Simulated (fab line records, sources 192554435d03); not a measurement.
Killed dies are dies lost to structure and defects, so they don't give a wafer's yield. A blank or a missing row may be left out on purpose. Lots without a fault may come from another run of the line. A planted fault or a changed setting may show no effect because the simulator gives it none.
Which tool did it? | flow n5_finfet | 11 lots, 33 wafers sampled, at 5 steps of a route of 1938

WHAT THE GAUGES READ, wafer by wafer
The record holds no reading of a measuring or inspecting step that can be judged against a usual standard deviation.

WHICH TOOL RAN EACH LOT (tool, then ch and the chambers of the sampled wafers, then the start)
lot  | N5_BEOL_M14_TRENCH_ETCH_34         | N5_BEOL_M14_SPUTTER_44       | N5_BEOL_M14_SPUTTER_45       | N5_BEOL_M14_ANNEAL_48            | N5_PASSIVATION_PROBE_49
L224 | rie_diel-01 ch 0,2,3, day 11 22:24 | pvd_sputter-02, day 12 01:38 | pvd_sputter-02, day 12 01:43 | rtp_anneal-01 ch 0, day 12 02:01 | -
L222 | rie_diel-04 ch 1,2, day 12 10:30   | pvd_sputter-02, day 12 12:26 | pvd_sputter-02, day 12 12:31 | rtp_anneal-02 ch 0, day 12 12:50 | -
L225 | rie_diel-04 ch 1,2, day 12 21:22   | pvd_sputter-03, day 12 22:14 | pvd_sputter-03, day 12 22:19 | rtp_anneal-02 ch 0, day 12 22:40 | -
L227 | rie_diel-01 ch 0,1, day 13 18:01   | pvd_sputter-03, day 13 22:34 | pvd_sputter-03, day 13 22:39 | rtp_anneal-01 ch 0, day 13 23:07 | -
L230 | rie_diel-03 ch 0,2,3, day 13 23:23 | pvd_sputter-03, day 14 01:21 | pvd_sputter-03, day 14 01:26 | rtp_anneal-01 ch 0, day 14 01:44 | prober-01, day 15 01:50
L232 | rie_diel-01 ch 0,1,2, day 14 14:16 | pvd_sputter-03, day 14 16:24 | pvd_sputter-03, day 14 16:29 | rtp_anneal-01 ch 0, day 14 17:08 | prober-01, day 15 13:55
L234 | rie_diel-01 ch 0,1,3, day 14 23:58 | pvd_sputter-03, day 15 01:52 | pvd_sputter-03, day 15 01:57 | rtp_anneal-02 ch 0, day 15 02:23 | prober-01, day 16 02:50
L238 | rie_diel-04 ch 0,1, day 16 08:01   | pvd_sputter-02, day 16 09:38 | pvd_sputter-02, day 16 09:43 | rtp_anneal-01 ch 0, day 16 10:02 | -
L240 | rie_diel-04 ch 0,3, day 16 08:46   | pvd_sputter-01, day 16 10:10 | pvd_sputter-01, day 16 10:14 | rtp_anneal-01 ch 0, day 16 10:44 | -
L242 | rie_diel-01 ch 0,2, day 17 02:00   | pvd_sputter-02, day 17 04:50 | pvd_sputter-02, day 17 04:55 | rtp_anneal-01 ch 0, day 17 05:14 | -
L243 | rie_diel-04 ch 0,1,2, day 17 03:08 | pvd_sputter-02, day 17 06:22 | pvd_sputter-02, day 17 06:26 | rtp_anneal-02 ch 0, day 17 06:53 | -
- N5_BEOL_M14_TRENCH_ETCH_34: etches SiO2 in C4F8/O2/Ar, target depth 556.65 nm, time 126.9 s.
- N5_BEOL_M14_SPUTTER_44: material Ta, target thk 15 nm, time 24.19 s.
- N5_BEOL_M14_SPUTTER_45: material Cu, target thk 100 nm, time 16.67 s.
- N5_BEOL_M14_ANNEAL_48: time 90 s.
- N5_PASSIVATION_PROBE_49

WHAT THE TOOLS THEMSELVES READ (means of the sampled wafers that have a number; where no wafer has one, the mark that the record gives instead)
N5_BEOL_M14_TRENCH_ETCH_34. Usual: O2_flow_sccm 12.00 sccm, standard deviation 0.032; drypump_motor_current_A 6.0 A, standard deviation 0.43; oes_f_703_au 0.79 a.u., standard deviation 0.085; oes_product_au 0.79 a.u., standard deviation 0.09; rf_vpp_V 2223 V, standard deviation 24; showerhead_plenum_p_Torr 3.45 Torr, standard deviation 0.088; throttle_valve_pct 30.96 %, standard deviation 0.22.
lot  | tool        | O2_flow_sccm (sccm) | drypump_motor_current_A (A) | oes_f_703_au (a.u.) | oes_product_au (a.u.) | rf_vpp_V (V) | showerhead_plenum_p_Torr (Torr) | throttle_valve_pct (%) | flag
L224 | rie_diel-01 | 11.97               | 6.2                         | 0.78                | 0.80                  | 2236         | 3.51                            | 31.03                  |
L222 | rie_diel-04 | 12.00               | 5.5                         | 0.73                | 0.72                  | 2216         | 3.50                            | 31.16                  |
L225 | rie_diel-04 | 12.00               | 5.4                         | 0.71                | 0.71                  | 2200         | 3.45                            | 31.21                  |
L227 | rie_diel-01 | 12.01               | 6.5                         | 0.76                | 0.77                  | 2250         | 3.54                            | 31.15                  |
L230 | rie_diel-03 | 11.99               | 5.8                         | 0.84                | 0.84                  | 2218         | 3.41                            | 30.71                  |
L232 | rie_diel-01 | 12.01               | 6.3                         | 0.73                | 0.73                  | 2239         | 3.48                            | 31.07                  |
L234 | rie_diel-01 | 12.03               | 6.4                         | 0.76                | 0.76                  | 2231         | 3.49                            | 31.16                  |
L238 | rie_diel-04 | 11.99               | 5.6                         | 0.77                | 0.76                  | 2230         | 3.47                            | 30.97                  |
L240 | rie_diel-04 | 11.94               | 5.9                         | 0.84                | 0.85                  | 2202         | 3.35                            | 30.72                  |
L242 | rie_diel-01 | 11.98               | 6.3                         | 0.74                | 0.75                  | 2251         | 3.53                            | 31.06                  |
L243 | rie_diel-04 | 11.98               | 5.4                         | 0.84                | 0.85                  | 2214         | 3.42                            | 30.95                  |

N5_BEOL_M14_SPUTTER_44. Usual: cathode_dc_power_W 15000 W, standard deviation 2.7; substrate_temp_c 50.00 C, standard deviation 0.13; throttle_valve_pct 29.6 %, standard deviation 1.1.
lot  | tool           | cathode_dc_power_W (W) | substrate_temp_c (C) | throttle_valve_pct (%) | flag
L224 | pvd_sputter-02 | 15001                  | 50.00                | 29.3                   |
L222 | pvd_sputter-02 | 14999                  | 49.95                | 30.3                   |
L225 | pvd_sputter-03 | 15002                  | 50.08                | 28.6                   |
L227 | pvd_sputter-03 | 14999                  | 50.07                | 29.0                   |
L230 | pvd_sputter-03 | 15001                  | 49.85                | 28.8                   |
L232 | pvd_sputter-03 | 14998                  | 50.03                | 29.9                   |
L234 | pvd_sputter-03 | 15000                  | 49.96                | 28.7                   |
L238 | pvd_sputter-02 | 15002                  | 50.08                | 28.8                   |
L240 | pvd_sputter-01 | 15000                  | 50.19                | 30.2                   |
L242 | pvd_sputter-02 | 15001                  | 49.95                | 29.5                   |
L243 | pvd_sputter-02 | 14998                  | 49.98                | 29.3                   |

N5_BEOL_M14_SPUTTER_45. Usual: cathode_dc_power_W 26000 W, standard deviation 4.8; substrate_temp_c -20.00 C, standard deviation 0.11; throttle_valve_pct 29.6 %, standard deviation 1.1.
lot  | tool           | cathode_dc_power_W (W) | substrate_temp_c (C) | throttle_valve_pct (%) | flag
L224 | pvd_sputter-02 | 25996                  | -19.96               | 29.2                   |
L222 | pvd_sputter-02 | 25998                  | -20.07               | 30.2                   |
L225 | pvd_sputter-03 | 25997                  | -20.10               | 28.7                   |
L227 | pvd_sputter-03 | 25999                  | -19.97               | 29.0                   |
L230 | pvd_sputter-03 | 21171                  | -19.96               | 29.1                   | OFF
L232 | pvd_sputter-03 | 21171                  | -20.01               | 29.9                   | OFF
L234 | pvd_sputter-03 | 21170                  | -19.92               | 28.9                   | OFF
L238 | pvd_sputter-02 | 26006                  | -20.03               | 28.7                   |
L240 | pvd_sputter-01 | 25996                  | -20.02               | 30.4                   |
L242 | pvd_sputter-02 | 25999                  | -20.10               | 29.3                   |
L243 | pvd_sputter-02 | 25999                  | -19.91               | 29.3                   |

N5_BEOL_M14_ANNEAL_48. Usual: wafer_temp_C_max 226.0, standard deviation 0.33.
lot  | tool          | wafer_temp_C_max | flag
L224 | rtp_anneal-01 | 226.2            |
L222 | rtp_anneal-02 | 225.6            |
L225 | rtp_anneal-02 | 226.0            |
L227 | rtp_anneal-01 | 226.6            |
L230 | rtp_anneal-01 | 226.6            |
L232 | rtp_anneal-01 | 226.0            |
L234 | rtp_anneal-02 | 225.9            |
L238 | rtp_anneal-01 | 226.3            |
L240 | rtp_anneal-01 | 226.1            |
L242 | rtp_anneal-01 | 226.1            |
L243 | rtp_anneal-02 | 225.5            |

N5_PASSIVATION_PROBE_49. Usual: defect_limited_yield 91.2 %, standard deviation 1.5; killed_at_M0_to_M3 35, standard deviation 11; killed_at_M4_up 13, standard deviation 5.6; killed_at_contacts 13, standard deviation 6.3; killed_at_front_end 38, standard deviation 12; killed_at_other 3.7, standard deviation 2.9; killed_dies 104, standard deviation 18; killed_open 69, standard deviation 13; killed_short 34, standard deviation 8.3; sort_bin_5_function 5.2 %, standard deviation 0.95; sort_bin_6_memory 3.3 %, standard deviation 0.68; sort_n_pass 1076, standard deviation 18; sort_yield_pct 91.2 %, standard deviation 1.5.
lot  | tool      | defect_limited_yield (%) | killed_at_M0_to_M3 | killed_at_M4_up | killed_at_contacts | killed_at_front_end | killed_at_other | killed_dies | killed_open | killed_short | sort_bin_5_function (%) | sort_bin_6_memory (%) | sort_n_pass | sort_yield_pct (%) | flag
L230 | prober-01 | 90.6                     | 40                 | 18              | 13                 | 38                  | 2.0             | 111         | 71          | 35           | 5.4                     | 3.6                   | 1069        | 90.6               |
L232 | prober-01 | 89.4                     | 43                 | 22              | 9                  | 49                  | 2.3             | 125         | 83          | 38           | 6.5                     | 3.7                   | 1055        | 89.4               |
L234 | prober-01 | 92.6                     | 29                 | 9               | 8                  | 33                  | 8.0             | 87          | 55          | 28           | 4.1                     | 3.1                   | 1093        | 92.6               |

THE ANSWER, worked out from the rows above alone
Rule: a lot is off if the mean of its wafers that have a number lies more than 3 standard deviations from the usual mean. A lot without any number at a reading at which 4 lots or more have one is off too. The other lots that the step has rows for count as sound. The gauges are gone through in route order, then the tools' own readings, and for those a lot's mean is taken as printed above. The first step at which some lot is off is used, and at that step the reading that is off furthest; a lot without a number counts as furthest.
Off: L230, L232, L234, at N5_BEOL_M14_SPUTTER_45 (cathode_dc_power_W).
A tool fits if, at that step or a process step before it, it ran every lot that is off, and no sound lot after the first of them. One fits: pvd_sputter-03 at N5_BEOL_M14_SPUTTER_44 and N5_BEOL_M14_SPUTTER_45. At N5_BEOL_M14_SPUTTER_44 its last sound lot is L227 (day 13 22:34), its first lot that is off L230 (day 14 01:21): a fault that began between those two fits.

WHAT THE SIMULATOR HAD PUT IN
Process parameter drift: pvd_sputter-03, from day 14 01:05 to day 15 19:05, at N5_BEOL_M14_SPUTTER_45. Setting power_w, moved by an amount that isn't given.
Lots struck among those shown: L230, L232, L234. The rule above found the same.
